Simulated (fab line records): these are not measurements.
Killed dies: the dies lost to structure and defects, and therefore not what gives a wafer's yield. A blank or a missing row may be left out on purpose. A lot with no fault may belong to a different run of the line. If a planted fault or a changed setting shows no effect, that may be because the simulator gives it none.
Which tool is to blame? || flow n5-finfet || 8 lots with 24 wafers sampled at 8 steps, on a route of 1938 steps

## WHAT THE GAUGES SHOWED, per wafer
N5_BEOL_M0_SAQP_INSPECT_16: inspects for defects (brightfield). Usual: raw-defect-count 496, standard deviation 120.
{"lot": "L821", "measured": "day 5 11:05", "on": "defect-inspect-01", "raw-defect-count": "519 392 465", "flag": ""}
{"lot": "L823", "measured": "day 6 02:39", "on": "defect-inspect-02", "raw-defect-count": "572 633 673", "flag": ""}
{"lot": "L829", "measured": "day 7 16:13", "on": "defect-inspect-01", "raw-defect-count": "545 962 729", "flag": ""}
{"lot": "L838", "measured": "day 9 19:05", "on": "defect-inspect-01", "raw-defect-count": "1041 1061 1161", "flag": "OFF"}
{"lot": "L840", "measured": "day 10 08:00", "on": "defect-inspect-02", "raw-defect-count": "1027 1000 1147", "flag": "OFF"}
{"lot": "L841", "measured": "day 10 11:08", "on": "defect-inspect-02", "raw-defect-count": "492 569 550", "flag": ""}
{"lot": "L842", "measured": "day 10 17:48", "on": "defect-inspect-01", "raw-defect-count": "482 494 429", "flag": ""}
{"lot": "L843", "measured": "day 11 00:16", "on": "defect-inspect-01", "raw-defect-count": "384 387 549", "flag": ""}

N5_BEOL_M0_SAQP_INSPECT_42: inspects for defects (brightfield). Usual: raw-defect-count 294, standard deviation 75.
{"lot": "L821", "measured": "day 5 15:38", "on": "defect-inspect-01", "raw-defect-count": "347 264 327", "flag": ""}
{"lot": "L823", "measured": "day 6 06:53", "on": "defect-inspect-02", "raw-defect-count": "286 401 335", "flag": ""}
{"lot": "L829", "measured": "day 7 20:43", "on": "defect-inspect-02", "raw-defect-count": "348 414 567", "flag": ""}
{"lot": "L838", "measured": "day 9 23:33", "on": "defect-inspect-01", "raw-defect-count": "903 748 855", "flag": "OFF"}
{"lot": "L840", "measured": "day 10 12:31", "on": "defect-inspect-02", "raw-defect-count": "918 817 911", "flag": "OFF"}
{"lot": "L841", "measured": "day 10 15:14", "on": "defect-inspect-01", "raw-defect-count": "199 374 271", "flag": ""}
{"lot": "L842", "measured": "day 10 22:04", "on": "defect-inspect-02", "raw-defect-count": "397 288 409", "flag": ""}
{"lot": "L843", "measured": "day 11 04:28", "on": "defect-inspect-01", "raw-defect-count": "272 330 344", "flag": ""}

N5_BEOL_M0_CUTY_INSPECT_59: inspects for defects (macro). Usual: raw-defect-count 2.0, standard deviation 1.5.
{"lot": "L821", "measured": "day 5 17:05", "on": "defect-inspect-01", "raw-defect-count": "0 2 6", "flag": ""}
{"lot": "L823", "measured": "day 6 08:16", "on": "defect-inspect-02", "raw-defect-count": "3 3 2", "flag": ""}
{"lot": "L829", "measured": "day 7 22:20", "on": "defect-inspect-01", "raw-defect-count": "4 1 1", "flag": ""}
{"lot": "L838", "measured": "day 10 01:19", "on": "defect-inspect-01", "raw-defect-count": ">300 >300 >300", "flag": "OFF"}
{"lot": "L840", "measured": "day 10 14:01", "on": "defect-inspect-02", "raw-defect-count": ">300 >300 >300", "flag": "OFF"}
{"lot": "L841", "measured": "day 10 16:30", "on": "defect-inspect-01", "raw-defect-count": "3 1 1", "flag": ""}
{"lot": "L842", "measured": "day 10 23:28", "on": "defect-inspect-01", "raw-defect-count": "1 0 2", "flag": ""}
{"lot": "L843", "measured": "day 11 06:35", "on": "defect-inspect-02", "raw-defect-count": "3 0 2", "flag": ""}

N5_BEOL_M4_RC_MEAS_101. Usual: DIBL_N 35.8 mV/V, standard deviation 1.6; DIBL_P 36.0 mV/V, standard deviation 2.1; IOFF_N 0.153 nA/um, standard deviation 0.026; IOFF_P 0.21 nA/um, standard deviation 0.037; ION_N 673 uA/um, standard deviation 11; ION_P 462 uA/um, standard deviation 7.6; SS_N 71.4 mV/dec, standard deviation 0.53; SS_P 73.2 mV/dec, standard deviation 0.67; VT_N 250 mV, standard deviation 3.2; VT_P -250 mV, standard deviation 3.7.
{"lot": "L821", "measured": "day 8 01:25", "on": "prober-02", "DIBL_N (mV/V)": "37.3 33.5 37.9", "DIBL_P (mV/V)": "39.2 33.7 38.8", "IOFF_N (nA/um)": "0.188 0.117 0.207", "IOFF_P (nA/um)": "0.26 0.17 0.27", "ION_N (uA/um)": "684 662 700", "ION_P (uA/um)": "476 463 476", "SS_N (mV/dec)": "70.9 71.1 71.1", "SS_P (mV/dec)": "74.0 72.5 74.2", "VT_N (mV)": "245 256 243", "VT_P (mV)": "-248 -251 -245", "flag": ""}
{"lot": "L823", "measured": "day 8 23:57", "on": "prober-01", "DIBL_N (mV/V)": "36.7 37.7 35.7", "DIBL_P (mV/V)": "38.9 40.2 37.7", "IOFF_N (nA/um)": "0.176 0.201 0.146", "IOFF_P (nA/um)": "0.28 0.32 0.26", "ION_N (uA/um)": "693 682 673", "ION_P (uA/um)": "472 477 470", "SS_N (mV/dec)": "71.4 72.1 71.0", "SS_P (mV/dec)": "74.1 74.1 73.2", "VT_N (mV)": "250 246 252", "VT_P (mV)": "-243 -240 -244", "flag": ""}
{"lot": "L829", "measured": "day 9 19:12", "on": "prober-02", "DIBL_N (mV/V)": "33.3 36.3 35.0", "DIBL_P (mV/V)": "32.7 35.2 33.4", "IOFF_N (nA/um)": "0.107 0.143 0.119", "IOFF_P (nA/um)": "0.16 0.18 0.17", "ION_N (uA/um)": "663 666 652", "ION_P (uA/um)": "457 453 448", "SS_N (mV/dec)": "71.0 71.6 71.0", "SS_P (mV/dec)": "72.5 73.1 73.6", "VT_N (mV)": "257 254 255", "VT_P (mV)": "-256 -251 -253", "flag": ""}
{"lot": "L838", "measured": "day 12 11:53", "on": "prober-01", "DIBL_N (mV/V)": "35.1 35.1 37.1", "DIBL_P (mV/V)": "36.0 35.8 38.2", "IOFF_N (nA/um)": "0.145 0.148 0.178", "IOFF_P (nA/um)": "0.19 0.19 0.22", "ION_N (uA/um)": "665 671 678", "ION_P (uA/um)": "459 458 460", "SS_N (mV/dec)": "70.7 71.4 72.4", "SS_P (mV/dec)": "73.7 72.8 74.1", "VT_N (mV)": "251 249 249", "VT_P (mV)": "-252 -250 -252", "flag": ""}
{"lot": "L840", "measured": "day 13 01:37", "on": "prober-01", "DIBL_N (mV/V)": "36.5 37.5 34.7", "DIBL_P (mV/V)": "36.6 37.0 35.0", "IOFF_N (nA/um)": "0.159 0.174 0.136", "IOFF_P (nA/um)": "0.20 0.21 0.18", "ION_N (uA/um)": "669 680 661", "ION_P (uA/um)": "459 464 460", "SS_N (mV/dec)": "71.4 72.2 70.6", "SS_P (mV/dec)": "73.7 73.4 72.9", "VT_N (mV)": "253 250 253", "VT_P (mV)": "-251 -249 -254", "flag": ""}
{"lot": "L841", "measured": "day 12 21:25", "on": "prober-02", "DIBL_N (mV/V)": "33.9 35.2 35.8", "DIBL_P (mV/V)": "35.1 36.3 37.1", "IOFF_N (nA/um)": "0.134 0.168 0.181", "IOFF_P (nA/um)": "0.19 0.23 0.23", "ION_N (uA/um)": "659 673 680", "ION_P (uA/um)": "463 466 460", "SS_N (mV/dec)": "70.9 71.8 72.2", "SS_P (mV/dec)": "73.0 73.2 73.5", "VT_N (mV)": "254 248 249", "VT_P (mV)": "-250 -246 -246", "flag": ""}
{"lot": "L842", "measured": "day 13 14:24", "on": "prober-02", "DIBL_N (mV/V)": "37.5 38.3 38.3", "DIBL_P (mV/V)": "38.2 39.0 38.8", "IOFF_N (nA/um)": "0.156 0.157 0.167", "IOFF_P (nA/um)": "0.21 0.24 0.22", "ION_N (uA/um)": "668 672 674", "ION_P (uA/um)": "458 469 458", "SS_N (mV/dec)": "71.6 71.8 71.5", "SS_P (mV/dec)": "73.6 74.3 73.8", "VT_N (mV)": "251 252 248", "VT_P (mV)": "-251 -250 -249", "flag": ""}
{"lot": "L843", "measured": "day 13 14:36", "on": "prober-01", "DIBL_N (mV/V)": "33.2 34.2 37.3", "DIBL_P (mV/V)": "32.0 32.8 37.4", "IOFF_N (nA/um)": "0.110 0.118 0.188", "IOFF_P (nA/um)": "0.15 0.15 0.24", "ION_N (uA/um)": "664 667 685", "ION_P (uA/um)": "457 458 467", "SS_N (mV/dec)": "70.9 71.0 71.0", "SS_P (mV/dec)": "71.6 72.4 73.3", "VT_N (mV)": "256 253 246", "VT_P (mV)": "-254 -256 -250", "flag": ""}

## WHAT TOOL EACH LOT RAN ON (gives the tool, then ch and the chambers of the sampled wafers, and finally the start)
{"lot": "L821", "N5_MOL_CONTACT_COAG_CMP_52": "cmp-03 ch 1,2,3, day 5 05:37", "N5_BEOL_M0_SAQP_HM_DEP_02": "pvd-sputter-03, day 5 10:20", "N5_BEOL_M0_SAQP_PECVD_96": "pecvd-03 ch 0,1,2, day 5 10:29", "N5_BEOL_M0_SAQP_DESCUM_19": "rie-diel-04 ch 0,1,3, day 5 11:16"}
{"lot": "L823", "N5_MOL_CONTACT_COAG_CMP_52": "cmp-04 ch 1,2,3, day 5 21:07", "N5_BEOL_M0_SAQP_HM_DEP_02": "pvd-sputter-03, day 6 01:55", "N5_BEOL_M0_SAQP_PECVD_96": "pecvd-03 ch 0,1, day 6 02:04", "N5_BEOL_M0_SAQP_DESCUM_19": "rie-diel-03 ch 1,3, day 6 02:41"}
{"lot": "L829", "N5_MOL_CONTACT_COAG_CMP_52": "cmp-03 ch 0,2,3, day 7 09:41", "N5_BEOL_M0_SAQP_HM_DEP_02": "pvd-sputter-02, day 7 15:21", "N5_BEOL_M0_SAQP_PECVD_96": "pecvd-02 ch 1,2, day 7 15:30", "N5_BEOL_M0_SAQP_DESCUM_19": "rie-diel-03 ch 0,2,3, day 7 16:16"}
{"lot": "L838", "N5_MOL_CONTACT_COAG_CMP_52": "cmp-02 ch 0,1, day 9 11:00", "N5_BEOL_M0_SAQP_HM_DEP_02": "pvd-sputter-02, day 9 18:14", "N5_BEOL_M0_SAQP_PECVD_96": "pecvd-03 ch 0,1, day 9 18:25", "N5_BEOL_M0_SAQP_DESCUM_19": "rie-diel-03 ch 1,2,3, day 9 19:07"}
{"lot": "L840", "N5_MOL_CONTACT_COAG_CMP_52": "cmp-04 ch 0,1,2, day 10 01:22", "N5_BEOL_M0_SAQP_HM_DEP_02": "pvd-sputter-02, day 10 06:46", "N5_BEOL_M0_SAQP_PECVD_96": "pecvd-03 ch 1, day 10 07:02", "N5_BEOL_M0_SAQP_DESCUM_19": "rie-diel-03 ch 0,1,2, day 10 08:02"}
{"lot": "L841", "N5_MOL_CONTACT_COAG_CMP_52": "cmp-03 ch 1,2,3, day 10 05:21", "N5_BEOL_M0_SAQP_HM_DEP_02": "pvd-sputter-01, day 10 10:16", "N5_BEOL_M0_SAQP_PECVD_96": "pecvd-01 ch 0,2, day 10 10:25", "N5_BEOL_M0_SAQP_DESCUM_19": "rie-diel-04 ch 0,3, day 10 11:17"}
{"lot": "L842", "N5_MOL_CONTACT_COAG_CMP_52": "cmp-04 ch 0,1,2, day 10 12:22", "N5_BEOL_M0_SAQP_HM_DEP_02": "pvd-sputter-03, day 10 16:56", "N5_BEOL_M0_SAQP_PECVD_96": "pecvd-02 ch 0,1, day 10 17:05", "N5_BEOL_M0_SAQP_DESCUM_19": "rie-diel-03 ch 1,2,3, day 10 17:50"}
{"lot": "L843", "N5_MOL_CONTACT_COAG_CMP_52": "cmp-04 ch 2,3, day 10 17:54", "N5_BEOL_M0_SAQP_HM_DEP_02": "pvd-sputter-02, day 10 23:23", "N5_BEOL_M0_SAQP_PECVD_96": "pecvd-02 ch 0,1,2, day 10 23:34", "N5_BEOL_M0_SAQP_DESCUM_19": "rie-diel-02 ch 1,2,3, day 11 00:17"}
- N5_MOL_CONTACT_COAG_CMP_52: polishes, stops on SiO2, t overpolish 1.5 s, target thk 66.5 nm.
- N5_BEOL_M0_SAQP_HM_DEP_02: deposits TiN, target thk 12 nm.
- N5_BEOL_M0_SAQP_PECVD_96: deposits a-Si from SiH4/He, target thk 45 nm, time 45.2 s.
- N5_BEOL_M0_SAQP_DESCUM_19: chemistry O2, time 7.9 s.

## WHAT THE TOOLS THEMSELVES READ (means of the sampled wafers that have a number; where no wafer has one, the mark that the record gives instead)
N5_MOL_CONTACT_COAG_CMP_52. Usual: motor-current-A 11.6 A, standard deviation 1.1; overpolish-run-s 1.501 s, standard deviation 0.0087; time-to-endpoint-s 13.9 s, standard deviation 2.6.
{"lot": "L821", "tool": "cmp-03", "motor-current-A (A)": 11.7, "overpolish-run-s (s)": 1.497, "time-to-endpoint-s (s)": 8.7, "flag": ""}
{"lot": "L823", "tool": "cmp-04", "motor-current-A (A)": 10.8, "overpolish-run-s (s)": 1.509, "time-to-endpoint-s (s)": 16.1, "flag": ""}
{"lot": "L829", "tool": "cmp-03", "motor-current-A (A)": 12.0, "overpolish-run-s (s)": 1.495, "time-to-endpoint-s (s)": 11.9, "flag": ""}
{"lot": "L838", "tool": "cmp-02", "motor-current-A (A)": 11.6, "overpolish-run-s (s)": 1.501, "time-to-endpoint-s (s)": 15.2, "flag": ""}
{"lot": "L840", "tool": "cmp-04", "motor-current-A (A)": 10.9, "overpolish-run-s (s)": 1.502, "time-to-endpoint-s (s)": 13.1, "flag": ""}
{"lot": "L841", "tool": "cmp-03", "motor-current-A (A)": 11.4, "overpolish-run-s (s)": 1.504, "time-to-endpoint-s (s)": 15.3, "flag": ""}
{"lot": "L842", "tool": "cmp-04", "motor-current-A (A)": 10.7, "overpolish-run-s (s)": 1.495, "time-to-endpoint-s (s)": 10.8, "flag": ""}
{"lot": "L843", "tool": "cmp-04", "motor-current-A (A)": 11.8, "overpolish-run-s (s)": 1.497, "time-to-endpoint-s (s)": 13.1, "flag": ""}

N5_BEOL_M0_SAQP_HM_DEP_02. Usual: throttle-valve-pct 29.8 %, standard deviation 1.2.
{"lot": "L821", "tool": "pvd-sputter-03", "throttle-valve-pct (%)": 29.3, "flag": ""}
{"lot": "L823", "tool": "pvd-sputter-03", "throttle-valve-pct (%)": 29.2, "flag": ""}
{"lot": "L829", "tool": "pvd-sputter-02", "throttle-valve-pct (%)": 31.0, "flag": ""}
{"lot": "L838", "tool": "pvd-sputter-02", "throttle-valve-pct (%)": 30.9, "flag": ""}
{"lot": "L840", "tool": "pvd-sputter-02", "throttle-valve-pct (%)": 30.8, "flag": ""}
{"lot": "L841", "tool": "pvd-sputter-01", "throttle-valve-pct (%)": 29.3, "flag": ""}
{"lot": "L842", "tool": "pvd-sputter-03", "throttle-valve-pct (%)": 29.3, "flag": ""}
{"lot": "L843", "tool": "pvd-sputter-02", "throttle-valve-pct (%)": 30.8, "flag": ""}

N5_BEOL_M0_SAQP_PECVD_96. Usual: chamber-pressure-Torr 3.000 Torr, standard deviation 0.0064; heater-power-w 623 W, standard deviation 100; rf-fwd-power-W 99.0 W, standard deviation 0.37; showerhead-plenum-p-Torr 5.70 Torr, standard deviation 0.049; throttle-valve-pct 18.4 %, standard deviation 0.88.
{"lot": "L821", "tool": "pecvd-03", "chamber-pressure-Torr (Torr)": 2.997, "heater-power-w (W)": 603, "rf-fwd-power-W (W)": 99.1, "showerhead-plenum-p-Torr (Torr)": 5.75, "throttle-valve-pct (%)": 18.7, "flag": ""}
{"lot": "L823", "tool": "pecvd-03", "chamber-pressure-Torr (Torr)": 2.997, "heater-power-w (W)": 645, "rf-fwd-power-W (W)": 99.2, "showerhead-plenum-p-Torr (Torr)": 5.77, "throttle-valve-pct (%)": 18.9, "flag": ""}
{"lot": "L829", "tool": "pecvd-02", "chamber-pressure-Torr (Torr)": 2.999, "heater-power-w (W)": 555, "rf-fwd-power-W (W)": 98.7, "showerhead-plenum-p-Torr (Torr)": 5.67, "throttle-valve-pct (%)": 18.9, "flag": ""}
{"lot": "L838", "tool": "pecvd-03", "chamber-pressure-Torr (Torr)": 3.000, "heater-power-w (W)": 637, "rf-fwd-power-W (W)": 98.8, "showerhead-plenum-p-Torr (Torr)": 5.77, "throttle-valve-pct (%)": 19.1, "flag": ""}
{"lot": "L840", "tool": "pecvd-03", "chamber-pressure-Torr (Torr)": 2.999, "heater-power-w (W)": 593, "rf-fwd-power-W (W)": 99.2, "showerhead-plenum-p-Torr (Torr)": 5.77, "throttle-valve-pct (%)": 19.4, "flag": ""}
{"lot": "L841", "tool": "pecvd-01", "chamber-pressure-Torr (Torr)": 3.003, "heater-power-w (W)": 549, "rf-fwd-power-W (W)": 99.0, "showerhead-plenum-p-Torr (Torr)": 5.63, "throttle-valve-pct (%)": 18.5, "flag": ""}
{"lot": "L842", "tool": "pecvd-02", "chamber-pressure-Torr (Torr)": 3.005, "heater-power-w (W)": 749, "rf-fwd-power-W (W)": 99.2, "showerhead-plenum-p-Torr (Torr)": 5.70, "throttle-valve-pct (%)": 18.6, "flag": ""}
{"lot": "L843", "tool": "pecvd-02", "chamber-pressure-Torr (Torr)": 2.999, "heater-power-w (W)": 665, "rf-fwd-power-W (W)": 98.9, "showerhead-plenum-p-Torr (Torr)": 5.68, "throttle-valve-pct (%)": 18.5, "flag": ""}

N5_BEOL_M0_SAQP_DESCUM_19. Usual: drypump-motor-current-A is 5.8 A with standard deviation 0.47, oes-product-au is 0.73 a.u. with standard deviation 0.049, rf-fwd-power-W is 49.42 W with standard deviation 0.21, rf-vpp-V is 242.8 V with standard deviation 1.4, showerhead-plenum-p-Torr is 2.07 Torr with standard deviation 0.081, temp-c is 39.97 C with standard deviation 0.12, and throttle-valve-pct is 20.46 % with standard deviation 0.16.
{"lot": "L821", "tool": "rie-diel-04", "drypump-motor-current-A (A)": 6.1, "oes-product-au (a.u.)": 0.73, "rf-fwd-power-W (W)": 49.40, "rf-vpp-V (V)": 243.5, "showerhead-plenum-p-Torr (Torr)": 2.12, "temp-c (C)": 40.01, "throttle-valve-pct (%)": 20.48, "flag": ""}
{"lot": "L823", "tool": "rie-diel-03", "drypump-motor-current-A (A)": 5.7, "oes-product-au (a.u.)": 0.74, "rf-fwd-power-W (W)": 49.52, "rf-vpp-V (V)": 242.5, "showerhead-plenum-p-Torr (Torr)": 2.04, "temp-c (C)": 39.89, "throttle-valve-pct (%)": 20.63, "flag": ""}
{"lot": "L829", "tool": "rie-diel-03", "drypump-motor-current-A (A)": 5.5, "oes-product-au (a.u.)": 0.72, "rf-fwd-power-W (W)": 49.35, "rf-vpp-V (V)": 241.4, "showerhead-plenum-p-Torr (Torr)": 2.01, "temp-c (C)": 39.98, "throttle-valve-pct (%)": 20.42, "flag": ""}
{"lot": "L838", "tool": "rie-diel-03", "drypump-motor-current-A (A)": 5.7, "oes-product-au (a.u.)": 0.72, "rf-fwd-power-W (W)": 49.54, "rf-vpp-V (V)": 242.6, "showerhead-plenum-p-Torr (Torr)": 2.06, "temp-c (C)": 39.95, "throttle-valve-pct (%)": 20.54, "flag": ""}
{"lot": "L840", "tool": "rie-diel-03", "drypump-motor-current-A (A)": 5.9, "oes-product-au (a.u.)": 0.70, "rf-fwd-power-W (W)": 49.41, "rf-vpp-V (V)": 241.6, "showerhead-plenum-p-Torr (Torr)": 2.04, "temp-c (C)": 39.89, "throttle-valve-pct (%)": 20.48, "flag": ""}
{"lot": "L841", "tool": "rie-diel-04", "drypump-motor-current-A (A)": 6.2, "oes-product-au (a.u.)": 0.70, "rf-fwd-power-W (W)": 49.43, "rf-vpp-V (V)": 242.7, "showerhead-plenum-p-Torr (Torr)": 2.04, "temp-c (C)": 39.98, "throttle-valve-pct (%)": 20.57, "flag": ""}
{"lot": "L842", "tool": "rie-diel-03", "drypump-motor-current-A (A)": 5.7, "oes-product-au (a.u.)": 0.71, "rf-fwd-power-W (W)": 49.55, "rf-vpp-V (V)": 242.6, "showerhead-plenum-p-Torr (Torr)": 2.05, "temp-c (C)": 39.98, "throttle-valve-pct (%)": 20.56, "flag": ""}
{"lot": "L843", "tool": "rie-diel-02", "drypump-motor-current-A (A)": 6.3, "oes-product-au (a.u.)": 0.79, "rf-fwd-power-W (W)": 49.21, "rf-vpp-V (V)": 243.0, "showerhead-plenum-p-Torr (Torr)": 2.08, "temp-c (C)": 39.96, "throttle-valve-pct (%)": 20.35, "flag": ""}

## THE ANSWER, worked out from the rows above alone
Rule: a lot counts as off when the mean over its wafers that have a number is more than 3 standard deviations away from the usual mean. Also off: a lot with no number at a reading for which 4 or more lots have one. All remaining lots with rows at the step are treated as sound. After the gauges, taken in route order, come the tools' own readings; for these a lot's mean is taken, as printed above. The first step at which some lot is off is used, and at that step the reading that is off furthest; a lot without a number counts as furthest.
Off: L838, L840 (N5_BEOL_M0_SAQP_INSPECT_16, raw-defect-count).
A tool fits if, at a process step before that reading, it ran every lot that is off, and no sound lot after the first of them. Gauges at N5_BEOL_M0_SAQP_INSPECT_16: tried the same way as those tools. One fits: pecvd-03 at N5_BEOL_M0_SAQP_PECVD_96. A fault onset in the window from L823 (day 6 02:04, its last sound lot) to L838 (day 9 18:25, its first lot off) fits.

## WHAT THE SIMULATOR PUT IN
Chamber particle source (pecvd-03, N5_BEOL_M0_SAQP_PECVD_96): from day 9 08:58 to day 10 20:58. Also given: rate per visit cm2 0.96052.
Lots struck among those shown: L838, L840. The rule above found the same.
